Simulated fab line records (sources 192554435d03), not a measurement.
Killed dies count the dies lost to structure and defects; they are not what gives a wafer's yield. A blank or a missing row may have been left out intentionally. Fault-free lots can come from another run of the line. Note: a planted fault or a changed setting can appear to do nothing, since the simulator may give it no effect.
Split-lot experiment -- flow n5_finfet -- route with 1938 steps; 7 lots, 21 wafers read

ON THE SPLIT
At N5_BEOL_M15_COAT_04 (resist thk 800 nm), the setting spin_rpm was moved away from the recipe's 1704 rpm on 7 of the 21 wafers read, by -9.4% to +6.9%. The other wafers ran this setting at the recipe's value.

FROM THE SPLIT TO THE READING: what the file shows between them, 3 steps
- N5_BEOL_M15_EBR_06
- N5_BEOL_M15_SOFTBAKE_05: time 60 s
- N5_BEOL_M15_DESCUM_15: chemistry O2, time 7.9 s

THE READING
coat_of_BEOL_M15_COAT_04.thk_nm (the simulator's own value, which no gauge read), in nm, at N5_BEOL_M15_ETCH_59 (etches BARC in N2/H2, target depth 89 nm, overetch 26.7 nm, time 67.9 s). No usual value for it is given in the file. The 14 wafers here that ran the recipe average 717.6 nm, standard deviation 2.9 nm.

wafer,"tool, chamber at the split","spin_rpm as run, rpm",against the recipe,"coat_of_BEOL_M15_COAT_04.thk_nm, nm",against lot-mates on the recipe
L078.2,"litho_track-05, 0",1704,recipe,719.4,-
L078.4,"litho_track-05, 0",1704,recipe,722,-
L078.5,"litho_track-05, 0",1704,recipe,715.4,-
L082.3,"litho_track-04, 0",1781,+4.5%,695.8,-19.3
L082.4,"litho_track-04, 0",1704,recipe,717.2,-
L082.5,"litho_track-04, 0",1704,recipe,713,-
L087.2,"litho_track-04, 0",1821,+6.9%,692.8,-27.2
L087.3,"litho_track-04, 0",1704,recipe,720,-
L087.6,"litho_track-04, 0",1821,+6.9%,691,-29.0
L089.2,"litho_track-04, 0",1704,recipe,715.6,-
L089.3,"litho_track-04, 0",1704,recipe,716,-
L089.5,"litho_track-04, 0",1704,recipe,713.4,-
L088.1,"litho_track-04, 0",1704,recipe,722.8,-
L088.2,"litho_track-04, 0",1704,recipe,718.6,-
L088.3,"litho_track-04, 0",1704,recipe,719.4,-
L092.1,"litho_track-04, 0",1801,+5.7%,694.6,-24.0
L092.2,"litho_track-04, 0",1704,recipe,718.6,-
L092.5,"litho_track-04, 0",1801,+5.7%,694.4,-24.2
L095.1,"litho_track-05, 0",1544,-9.4%,757.8,+42.4
L095.4,"litho_track-05, 0",1704,recipe,715.4,-
L095.6,"litho_track-05, 0",1544,-9.4%,753.2,+37.8

FIT RESULTS
A straight line over all 21 wafers: coat_of_BEOL_M15_COAT_04.thk_nm changes by -4.01 nm for each +1% of spin_rpm; r = -0.99; the points scatter about the line by 2.8 nm.
The same after taking each lot's own level away (the mean of its wafers on the recipe; 21 wafers): -4.22 nm for each +1%; r = -1.00; scatter 1.8 nm.
According to that fit, moving spin_rpm by its largest amount changes the reading by 40 nm.
The lots' own levels span 715.00 to 720.27 nm, that is 1.8 times the standard deviation above.
So the lot-to-lot level changes the slope little: the two slopes agree.
Check: with one of the wafers moved furthest among these (-9.4%) left out of the fit, the line predicts +38.4 nm for it against its lot-mates. It came out at +42.4 nm against them.

THESE WAFERS: OTHER SPLITS
These wafers also went through other splits before the reading. Each is held against what the fit with the lots' levels taken away leaves over:
other split on the same wafers,wafers away from the commonest value,r with coat_of_BEOL_M15_COAT_04.thk_nm (lot level and that fit taken away)
N5_BEOL_M12_TRENCH_ETCH_34 time_s,6,+0.08
N5_BEOL_M13_COAT_66 spin_rpm,6,+0.06
N5_BEOL_M13_SPUTTER_43 power_w,8,-0.03
N5_BEOL_M13_SPUTTER_44 time_s,9,+0.15
N5_BEOL_M15_ILD_DEP_00 time_s,10,+0.12

THE WHOLE CHAIN: every reading that the file lists as answering this split, in the file's order
step,what it does,reading,change (the file's fit),r (the file's)
N5_BEOL_M15_COAT_04,resist thk 800 nm,"coat_of_BEOL_M15_COAT_04.thk_nm (the simulator's own value, which no gauge read)",-4.02 nm for each +1% of the setting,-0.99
N5_BEOL_M15_ETCH_59,"etches BARC in N2/H2, target depth 89 nm, overetch 26.7 nm, time 67.9 s","coat_of_BEOL_M15_COAT_04.thk_nm (the simulator's own value, which no gauge read)",-4.22 nm for each +1% of the setting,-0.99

THE FILE'S OWN FIT
coat_of_BEOL_M15_COAT_04.thk_nm changes by -4.22 nm for each +1% of spin_rpm, r = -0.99.
